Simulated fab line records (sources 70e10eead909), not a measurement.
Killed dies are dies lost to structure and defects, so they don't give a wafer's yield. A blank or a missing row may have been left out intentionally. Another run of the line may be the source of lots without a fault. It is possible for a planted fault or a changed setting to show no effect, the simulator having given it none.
Matching of chambers ; flow nandHarc ; NHARC_P_GATE_DESCUM_48 on rieDiel-04 has 4 sister chambers
The step chemistry O2, time 3 s. 4 wafers are shown with their chamber, then 12 later ones without.

== WAFERS WITH THEIR CHAMBER ==
wafer;chamber;showerheadPlenumPTorr (Torr)
L089.6;1;1.91
L090.1;2;1.98
L090.3;0;1.90
L090.6;3;2.02

== WAFERS WITH NO CHAMBER GIVEN ==
wafer;showerheadPlenumPTorr (Torr)
L091.4;2.02
L091.5;2.02
L091.6;1.90
L092.3;2.02
L092.4;1.90
L092.6;2.02
L095.1;1.90
L095.3;1.98
L095.6;1.97
L094.1;2.02
L094.2;1.97
L094.5;1.91

== THE CHAMBER EACH PASSED THROUGH ==
wafer;from the rows above;in truth
L091.4;3;3
L091.5;3;3
L091.6;0;0
L092.3;3;3
L092.4;0;0
L092.6;3;3
L095.1;0;0
L095.3;2;2
L095.6;2;2
L094.1;3;3
L094.2;2;2
L094.5;1;1
12 of 12 placed correctly. Not placeable from these rows: 0. Number placed wrongly: 0.
How it was worked out, from the rows above alone: a wafer's distance from a chamber is the root of the sum, over the readings, of the square of ((its reading less the chamber's mean) divided by the reading's scatter). The wafer belongs to the nearest chamber; if the next one is less than 2 further off, it can't be placed. A chamber's mean is the mean of its shown wafers. The scatter: root of mean squared gap, hidden wafer to nearest shown wafer, with one shown wafer a chamber.
